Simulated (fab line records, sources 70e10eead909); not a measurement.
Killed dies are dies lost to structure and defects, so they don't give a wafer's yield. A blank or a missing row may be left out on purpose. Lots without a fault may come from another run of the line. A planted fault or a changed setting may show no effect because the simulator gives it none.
fab line records | flow nand_harc
record lots=13 wafers=39 last_day=33
route steps=1302 shown THIN_TSV@1267 END@1302
lots that met no fault: from a run of the same line without faults
start_h: hours from the record's first day to the start of the lot's first wafer shown | wait_h: hours since the lot's step before | " the same as in the row above | L1.1+2: a row that stands for several wafers | - no value, or no start given | * or withheld: withheld | < > ~ a bound
route shown NAME@n: a module of which the file shows steps, and the number in the route of the first | usual: mean/standard deviation of fault-free wafers | same: alike in all rows | chamber/n: place in a boat | sites: the reading at each site | _std_site: their standard deviation | _edge_site: outer sites' mean less inner sites' | radius_mm: how far each site lies from the wafer's centre | mask NAME#n: copy n | behind: the tool/chamber that last shaped the wafer | hold: why the lot was held/for how many hours/how that ended | device: the transistor (n, p or np) that didn't switch | end of line: the same wafers' tests at the end of the route | a step without rows: its recipe alone | killed: dies lost to structure and defects at the first sort, not the wafer's yield | map: a wafer's dies, x killed, . not, _ none there
set.NAME: the setting as run; set.NAME@STEP: as run at that earlier step | model.NAME: the simulator's own value behind a step, which no gauge read
steps of the route over a sample of lots; a table a step, a row a wafer
services: from which hour (start_h, from the record's first day; less than 0 if before it) a tool's chamber was out of use, for how many hours, and why
## steps
# step NHARC_THIN_TSV_DEP_47
# recipe target_thk_a=2000 temp_c=withheld pressure_torr=6.5 rf_w=900 teos_flow_sccm=161.4 flow_sccm=2650 target_thk_nm=200 gas=O2 material=SiO2
# usual throttle_valve_pct=16.1/0.55
# columns lot.wafer tool chamber start_h wait_h throttle_valve_pct
L261.1 pecvd-01 1 554.44 - 16.0
L261.6 " 2 " " 16.1
L261.5 " 0 " " 16.5
L264.1 pecvd-03 1 570.01 - 15.4
L264.2 " 2 " " 16.3
L264.6 " 1 " " 15.4
L265.2 pecvd-01 1 573.79 - 15.9
L265.5 " 0 " " 16.8
L265.4 " 1 " " 16.0
L263.3 pecvd-03 2 575.16 - 16.3
L263.1 " 0 " " 15.6
L263.5 " 2 " " 16.5
L266.3 pecvd-01 0 615.41 - 16.8
L266.6 " 1 " " 16.3
L266.5 " 2 " " 16.4
L268.3 pecvd-01 2 623.67 - 16.3
L268.5 " 0 " " 16.6
L268.4 " 1 " " 16.3
L272.3 pecvd-03 2 659.66 - 16.5
L272.6 " 0 " " 15.7
L272.5 " 1 " " 15.5
L270.1 pecvd-02 0 660.86 - 16.7
L270.4 " 2 " " 15.7
L270.5 " 0 " " 16.2
L273.2 pecvd-01 2 664.17 - 16.7
L273.4 " 0 " " 17.0
L273.5 " 2 " " 16.7
L271.4 pecvd-01 2 665.54 - 16.6
L271.3 " 0 " " 16.8
L271.6 " 2 " " 16.7
L274.2 pecvd-02 1 684.56 - 15.1
L274.6 " 1 " " 15.2
L274.5 " 2 " " 15.8
L277.2 pecvd-02 2 702.09 - 15.9
L277.4 " 2 " " 15.9
L277.5 " 0 " " 16.4
L284.2 pecvd-03 0 765.25 - 14.9
L284.3 " 1 " " 15.8
L284.5 " 2 " " 16.3
# step NHARC_THIN_TSV_PRE_CLEAN_50
# recipe time_s=30 temp_c=280 gas=H2/He
# usual heater_power_w=400/42
# columns lot.wafer tool chamber start_h wait_h heater_power_w
L261.1 pvd_sputter-01 - 555.49 - 385
L261.6 " - " " 420
L261.5 " - " " 361
L264.2 pvd_sputter-01 - 571.04 - 386
L264.1 " - " " 361
L264.6 " - " " 417
L265.4 pvd_sputter-03 - 574.78 - 396
L265.2 " - " " 409
L265.5 " - " " 428
L263.3 pvd_sputter-02 - 576.15 - 398
L263.1 " - " " 426
L263.5 " - " " 446
L266.3 pvd_sputter-01 - 616.45 - 314
L266.5 " - " " 426
L266.6 " - " " 365
L268.4 pvd_sputter-03 - 624.69 - 411
L268.3 " - " " 438
L268.5 " - " " 399
L272.3 pvd_sputter-01 - 660.60 - 302
L272.5 " - " " 303
L272.6 " - " " 369
L270.1 pvd_sputter-02 - 661.92 - 449
L270.4 " - " " 437
L270.5 " - " " 459
L273.4 pvd_sputter-02 - 665.33 - 447
L273.2 " - " " 424
L273.5 " - " " 463
L271.3 pvd_sputter-01 - 666.57 - 303
L271.4 " - " " 368
L271.6 " - " " 310
L274.2 pvd_sputter-02 - 685.55 - 419
L274.6 " - " " 384
L274.5 " - " " 435
L277.2 pvd_sputter-01 - 703.11 - 378
L277.4 " - " " 419
L277.5 " - " " 417
L284.3 pvd_sputter-02 - 766.26 - 375
L284.2 " - " " 443
L284.5 " - " " 448
# step NHARC_THIN_TSV_PVD_51
# recipe target_thk_a=1000 chamber_pressure_pa=5 material=Cu
# usual throttle_valve_pct=29.8/1.2
# columns lot.wafer tool chamber start_h wait_h throttle_valve_pct
L261.1 pvd_sputter-01 - - - 30.4
L261.5 " - " " 31.0
L261.6 " - " " 30.5
L264.1 pvd_sputter-01 - - - 30.2
L264.2 " - " " 29.4
L264.6 " - " " 30.9
L265.2 pvd_sputter-03 - - - 32.0
L265.4 " - " " 30.6
L265.5 " - " " 30.6
L263.1 pvd_sputter-02 - - - 30.5
L263.3 " - " " 30.4
L263.5 " - " " 30.5
L266.3 pvd_sputter-01 - - - 30.0
L266.6 " - " " 29.4
L266.5 " - " " 29.7
L268.4 pvd_sputter-03 - - - 32.0
L268.3 " - " " 31.0
L268.5 " - " " 32.1
L272.3 pvd_sputter-01 - - - 29.4
L272.6 " - " " 29.1
L272.5 " - " " 29.5
L270.1 pvd_sputter-02 - - - 30.6
L270.4 " - " " 28.6
L270.5 " - " " 28.3
L273.4 pvd_sputter-02 - - - 28.5
L273.2 " - " " 30.4
L273.5 " - " " 28.4
L271.4 pvd_sputter-01 - - - 30.5
L271.3 " - " " 29.6
L271.6 " - " " 30.2
L274.2 pvd_sputter-02 - - - 29.9
L274.5 " - " " 30.5
L274.6 " - " " 28.4
L277.4 pvd_sputter-01 - - - 30.1
L277.2 " - " " 31.3
L277.5 " - " " 29.8
L284.3 pvd_sputter-02 - - - 27.5
L284.2 " - " " 30.1
L284.5 " - " " 28.3
# step NHARC_THIN_TSV_ETCH_36
# recipe target_depth_a=650 over_etch_frac=0.3 time_s=18.571 ion_energy_ev=150 chemistry=Cl2/BCl3
# usual drypump_motor_current_A=5.8/0.49 oes_product_au=1.000/0.0071
# same over_etch_frac=0.3
# columns lot.wafer tool chamber start_h wait_h drypump_motor_current_A oes_product_au rf_hours_counter_h
L261.1 rie_metal-02 1 558.94 0.2 6.4 0.997 2.3
L261.6 " 1 " " 6.4 1.001 -
L261.5 " 0 " " 5.7 0.993 -
L264.1 rie_metal-01 0 574.62 0.2 5.9 1.010 2.1
L264.2 " 1 " " 4.8 1.002 2.9
L264.6 " 1 " " 4.8 0.994 -
L265.2 rie_metal-02 1 578.36 0.2 6.4 1.010 2.7
L265.4 " 0 " " 5.7 1.000 -
L265.5 " 0 " " 5.7 0.992 -
L263.1 rie_metal-03 0 579.76 0.2 6.2 0.990 1.3
L263.3 " 0 " " 6.2 1.009 -
L263.5 " 0 " " 6.2 0.997 -
L266.3 rie_metal-01 0 620.04 0.1 5.9 0.993 -
L266.5 " 1 " " 4.8 0.995 -
L266.6 " 0 " " 5.9 0.999 -
L268.4 rie_metal-03 1 628.18 0.2 5.9 0.983 -
L268.3 " 0 " " 6.3 1.002 -
L268.5 " 1 " " 5.9 0.992 -
L272.3 rie_metal-03 0 664.08 0.2 6.3 0.993 -
L272.5 " 0 " " 6.2 1.006 -
L272.6 " 1 " " 5.9 0.990 -
L270.1 rie_metal-02 1 665.44 0.2 6.4 1.004 0.2
L270.4 " 1 " " 6.4 1.015 -
L270.5 " 0 " " 5.7 1.007 -
L273.2 rie_metal-01 1 668.79 0.2 4.8 1.002 1.7
L273.4 " 1 " " 4.8 1.004 -
L273.5 " 1 " " 4.8 1.010 -
L271.4 rie_metal-03 0 670.14 0.1 6.3 0.993 -
L271.3 " 1 " " 5.9 0.990 -
L271.6 " 0 " " 6.2 1.007 -
L274.2 rie_metal-01 1 689.11 0.2 4.8 1.004 2.4
L274.6 " 0 " " 5.9 1.005 -
L274.5 " 1 " " 4.8 1.003 -
L277.2 rie_metal-03 0 706.70 0.2 6.2 0.999 0.2
L277.4 " 1 " " 5.9 1.002 -
L277.5 " 0 " " 6.3 0.997 -
L284.2 rie_metal-01 0 769.83 0.2 5.9 1.000 0.6
L284.3 " 0 " " 5.9 1.003 -
L284.5 " 1 " " 4.8 1.001 -
# step NHARC_END_SORT_01
# recipe temp_c=25
# usual defect_limited_yield=91.6/2.6 killed_at_array=51/17 killed_at_other=1.6/2.1 killed_at_periphery=4/3.2 killed_dies=57/18 killed_open=2.9/1.7 killed_short=2.3/1.3 sort_bin_2_pct=3.0/1.2 sort_bin_3_pct=0.7/0.43 sort_bin_4_pct=4.7/1.4 sort_n_pass=620/18 sort_rim_yield_pct=87/4.8 sort_yield_pct=91.6/2.6
# same gross_dies=677 sort_bin_5_pct[%]=0 sort_bin_6_pct[%]=0 sort_bin_7_pct[%]=0 sort_bin_8_pct[%]=0 sort_rim_n_gross=106.00
# columns lot.wafer tool chamber start_h wait_h defect_limited_yield[%] killed_at_array killed_at_other killed_at_periphery killed_dies killed_open killed_short sort_bin_2_pct[%] sort_bin_3_pct[%] sort_bin_4_pct[%] sort_n_pass sort_rim_yield_pct[%] sort_yield_pct[%]
L273.2 prober-02 0 684.34 2.8 90.4 61 1 3 65 6 3 5.2 0.9 3.5 612 84 90.4
L273.4 prober-02 0 685.92 3.4 90.7 59 2 2 63 3 2 3.2 1.2 4.9 614 87 90.7
L273.5 prober-02 0 686.71 3.7 88.0 75 3 3 81 4 1 4.0 0.9 7.1 596 84 88.0
L271.3 prober-01 0 685.22 3.1 96.3 18 2 5 25 0 3 1.2 0.3 2.2 652 94 96.3
L271.4 prober-01 0 686.02 3.4 95.7 25 0 4 29 1 1 1.5 0.1 2.7 648 95 95.7
L271.6 prober-01 0 687.64 4.0 95.6 23 2 5 30 5 3 1.5 0 3.0 647 93 95.6
L277.2 prober-02 0 716.06 2.8 90.1 62 5 0 67 3 1 3.4 1.5 5.0 610 84 90.1
L277.4 prober-02 0 717.69 3.4 89.2 69 3 1 73 2 1 4.7 0.4 5.6 604 79 89.2
L277.5 prober-02 0 718.50 3.8 90.8 61 1 0 62 1 3 3.1 0.9 5.2 615 85 90.8
L284.2 prober-01 0 780.99 2.8 93.6 36 2 5 43 1 3 2.7 0.4 3.2 634 87 93.6
L284.3 prober-01 0 781.81 3.1 83.6 57 49 5 111 3 2 7.5 1.2 7.7 566 73 83.6
L284.5 prober-01 0 783.43 3.7 90.5 61 1 2 64 1 2 2.7 0.4 6.4 613 79 90.5
# killed by level:class
L273.2 A_CHANNEL_HOLE_D1:chamber_film_flake=20 A_SLIT:chamber_film_flake=19 A_STAIRCASE:chamber_film_flake=10 A_CONTACT:chamber_film_flake=3 A_ONON_D1:geometric_particle:open=2 P_CONTACT:geometric_particle:open=1 P_M0:geometric_particle:open=1 A_DECK1_JOINT:geometric_particle:short=1
L271.3 A_CONTACT:chamber_film_flake=8 P_M2:chamber_film_flake=4 A_CHANNEL_HOLE_D1:chamber_film_flake=4 THIN_TSV:chamber_film_flake=2 P_GATE:geometric_particle:short=1 A_CHANNEL_FILL_D2:geometric_particle:short=1 A_M0:geometric_particle:short=1 A_ZERO_WELL:chamber_film_flake=1
L273.4 A_CHANNEL_HOLE_D1:chamber_film_flake=22 A_SLIT:chamber_film_flake=18 A_CONTACT:chamber_film_flake=6 A_STAIRCASE:chamber_film_flake=5 A_ONON_D2:geometric_particle:short=2 A_WL_FILL:chamber_film_flake=2 THIN_TSV:chamber_film_flake=2 P_M0:geometric_particle:open=1
L271.4 A_CONTACT:chamber_film_flake=10 A_CHANNEL_HOLE_D1:chamber_film_flake=5 A_STAIRCASE:chamber_film_flake=4 P_M2:chamber_film_flake=3 A_WL_FILL:geometric_particle:open=1 A_CONTACT:geometric_particle:short=1 P_M1:chamber_film_flake=1 A_ZERO_WELL:chamber_film_flake=1
L273.5 A_CHANNEL_HOLE_D1:chamber_film_flake=30 A_SLIT:chamber_film_flake=23 A_STAIRCASE:chamber_film_flake=7 A_WL_FILL:chamber_film_flake=6 A_CONTACT:chamber_film_flake=3 THIN_TSV:chamber_film_flake=3 A_DECK1_JOINT:chamber_film_flake=2 P_GATE:geometric_particle:open=1
L271.6 A_CHANNEL_HOLE_D1:chamber_film_flake=7 A_CONTACT:chamber_film_flake=5 P_M2:chamber_film_flake=3 A_ZERO_WELL:chamber_film_flake=2 A_STAIRCASE:chamber_film_flake=2 THIN_TSV:chamber_film_flake=2 P_GATE:geometric_particle:open=1 A_ONON_D1:geometric_particle:short=1
L277.2 A_CHANNEL_HOLE_D1:chamber_film_flake=31 A_SLIT:chamber_film_flake=24 THIN_TSV:chamber_film_flake=4 A_ONON_D2:geometric_particle:short=1 A_SGD_CUT:geometric_particle:open=1 A_M0:geometric_particle:open=1 STARTING-WAFER:geometric_particle:open=1 A_CHANNEL_HOLE_D2:chamber_film_flake=1
L277.4 A_CHANNEL_HOLE_D1:chamber_film_flake=30 A_SLIT:chamber_film_flake=30 THIN_TSV:chamber_film_flake=3 A_CONTACT:chamber_film_flake=2 P_GATE:geometric_particle:short=1 A_CHANNEL_FILL_D1:geometric_particle:open=1 A_ONON_D2:geometric_particle:open=1 A_CHANNEL_HOLE_D2:chamber_film_flake=1
L277.5 A_SLIT:chamber_film_flake=28 A_CHANNEL_HOLE_D1:chamber_film_flake=23 A_M1:chamber_film_flake=2 A_CHANNEL_FILL_D1:geometric_particle:short=1 A_CHANNEL_FILL_D1:geometric_particle:open=1 A_CONTACT:chamber_film_flake=1 A_ONON_D2:geometric_particle:short=1 A_STAIRCASE:geometric_particle:short=1
L284.2 A_SLIT:chamber_film_flake=18 A_CHANNEL_HOLE_D2:chamber_film_flake=9 A_CONTACT:chamber_film_flake=3 P_ZERO_WELL:chamber_film_flake=2 A_ZERO_WELL:chamber_film_flake=2 THIN_TSV:chamber_film_flake=2 P_CONTACT:geometric_particle:short=1 A_SOURCE_PLATE:geometric_particle:short=1
L284.3 THIN_TSV:unspecified=47 A_SLIT:chamber_film_flake=26 A_CHANNEL_HOLE_D2:chamber_film_flake=18 A_ZERO_WELL:chamber_film_flake=4 A_CONTACT:chamber_film_flake=3 P_STI:chamber_film_flake=2 THIN_TSV:chamber_film_flake=2 P_STI:geometric_particle:open=1
L284.5 A_SLIT:chamber_film_flake=28 A_CHANNEL_HOLE_D2:chamber_film_flake=22 A_CONTACT:chamber_film_flake=5 A_CHANNEL_HOLE_D1:chamber_film_flake=2 A_CHANNEL_FILL_D1:geometric_particle:open=1 A_CHANNEL_FILL_D1:geometric_particle:short=1 A_ONON_D2:geometric_particle:short=1 P_STI:chamber_film_flake=1
## services
# columns tool chamber start_h hours kind
pvd_sputter-03 - 533.59 10.0 pm
pecvd-03 - 547.00 13.0 pm
pvd_sputter-02 - 556.01 3.3 repair
pecvd-01 - 562.76 1.0 repair
pecvd-02 - 570.63 5.4 repair
rie_metal-01 - 575.10 9.0 pm
rie_metal-02 - 576.76 0.5 repair
pvd_sputter-01 - 583.27 10.0 pm
rie_metal-03 - 588.10 0.7 repair
pecvd-01 - 591.97 1.1 repair
rie_metal-01 0 606.77 1.5 repair
pvd_sputter-02 - 638.00 10.0 pm
pecvd-01 1 655.89 113.5 repair
pecvd-01 - 673.26 13.0 pm
rie_metal-03 - 696.00 9.0 pm
pecvd-03 1 708.17 8.9 repair
pvd_sputter-03 - 711.59 10.0 pm
pecvd-03 - 724.76 0.4 repair
pecvd-03 - 728.00 13.0 pm
rie_metal-01 1 739.57 11.3 repair
pecvd-03 - 745.20 0.8 repair
pvd_sputter-03 - 745.91 6.2 repair
rie_metal-01 - 752.10 9.0 pm
pvd_sputter-01 - 761.27 10.0 pm
## key
first_sign step=NHARC_END_SORT_01 reading=killed_at_other direction=up sigmas=23 usual=1.6 struck=49
effect step=NHARC_END_SORT_01 reading=killed_dies direction=up sigmas=3.1 usual=57 struck=111
more_kills_born_at NHARC_THIN_TSV_PRE_CLEAN_50@pvd_sputter-02=47
met_at NHARC_THIN_TSV_PRE_CLEAN_50
struck_lots L284
struck_wafers L284.3
not_acting_at NHARC_THIN_TSV_DEP_47,NHARC_THIN_TSV_PVD_51,NHARC_THIN_TSV_ETCH_36
onset_between 685.55 766.26
fault kind=chamber_particle_source tool=pvd_sputter-02 chamber=- onset_h=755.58 steps=NHARC_THIN_TSV_PRE_CLEAN_50 rate_per_visit_cm2=0.38569 end_h=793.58 scope=struck_wafers_only
